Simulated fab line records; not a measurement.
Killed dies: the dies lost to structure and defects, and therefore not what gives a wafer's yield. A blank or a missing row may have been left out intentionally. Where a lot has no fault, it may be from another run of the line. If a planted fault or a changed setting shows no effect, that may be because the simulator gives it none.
Struck lot and sound lot, side by side	flow n5Finfet	14 out of 1938 route steps
Sound: the wafers L944.1, L944.3, L944.5. Struck: wafers L943.4, L943.5, L943.6. The cause is named last.
At each step with rows: each side's tool, then ch and its chambers, then its first start. Under that, the readings that differ: sound wafers	struck wafers	difference of the means	sigmas: that difference in standard deviations of wafers without a fault.
alike: readings with means less than 2 such deviations apart, plus words and numbers identical on both sides. not compared: withheld readings, readings lacking a value on some wafer, bounds such as >300 that could conceal the same value, and numbers that have no deviation in the record and whose values overlap.
Wherever a step has rows on one side only, a row that says differs or no value, or a row with sigmas, the two part there. Numbers that don't overlap but have no deviation are shown without sigmas and don't part them. A reading that every wafer of one side lacks parts them only if that side has two wafers or more.

N5_BEOL_M11_ETCH_62: etches SOC in N2/H2, target depth 110 nm, overetch 22 nm, time 165 s.
  sound on rieDiel-01 ch 0,2, day 15 18:29; struck on rieDiel-01 ch 0,3, day 14 14:39
  alike: drypumpMotorCurrentA, oesProductAu, rfVppV, showerheadPlenumPTorr, throttleValvePct
  not compared: rfHoursCounterH
then, 1 step without rows for these wafers: N5_BEOL_M11_STRIP_68 (strips in N2/H2).
N5_BEOL_M11_STRIP_67: strips in CF4.
  sound on rieDiel-01 ch 0,2, day 15 18:38; struck on rieDiel-01 ch 0,3, day 14 14:47
  alike: drypumpMotorCurrentA, oesProductAu, rfVppV, showerheadPlenumPTorr, throttleValvePct
  not compared: rfHoursCounterH
N5_BEOL_M11_HM_OPEN_17: chemistry Cl2/BCl3, target TiN, target depth 20 nm, overetch 6 nm.
  sound on rieMetal-01 ch 0,1, day 15 18:41; struck on rieMetal-03 ch 0,1, day 14 14:52
  alike: drypumpMotorCurrentA, oesProductAu, throttleValvePct
  not compared: rfHoursCounterH
N5_BEOL_M11_STRIP_19: strips in O2.
  sound on rieDiel-02 ch 0,3, day 15 18:47; struck on rieDiel-03 ch 0,1,2, day 14 14:56
  alike: drypumpMotorCurrentA, oesProductAu, rfVppV, showerheadPlenumPTorr, throttleValvePct
  not compared: rfHoursCounterH
N5_BEOL_M11_CD_MEAS_18: pitch 140 nm, target cd 70 nm.
  sound: cdSem-01 at day 15 18:52; struck: cdSem-03 at day 14 15:01
  alike: cdNm
then, 6 steps without rows for these wafers: N5_BEOL_M11_COAT_63 (time 60 s, resist thk 100 nm); N5_BEOL_M11_COAT_64 (time 60 s, resist thk 30 nm); N5_BEOL_M11_COAT_22 (resist thk 90 nm); N5_BEOL_M11_EBR_24; N5_BEOL_M11_SOFTBAKE_23 (time 60 s); N5_BEOL_M11_EXPOSE_25 (exposes mask V10).
N5_BEOL_M11_PEB_26: peb time 60 s.
  sound on lithoTrack-03 ch 0, day 15 19:12; struck on lithoTrack-02, day 14 18:25
  no value came back on the struck wafers for chillPlateTempC (C), exhaustPa (Pa); on the sound wafers chillPlateTempC (C) reads 22.98 22.90 22.96
then, 1 step without rows for these wafers: N5_BEOL_M11_DEVELOP_27 (develop time 30 s).

== WHERE THEY PART ==
Only at N5_BEOL_M11_PEB_26, as far as this record shows.

WHY: whatever the simulator had introduced
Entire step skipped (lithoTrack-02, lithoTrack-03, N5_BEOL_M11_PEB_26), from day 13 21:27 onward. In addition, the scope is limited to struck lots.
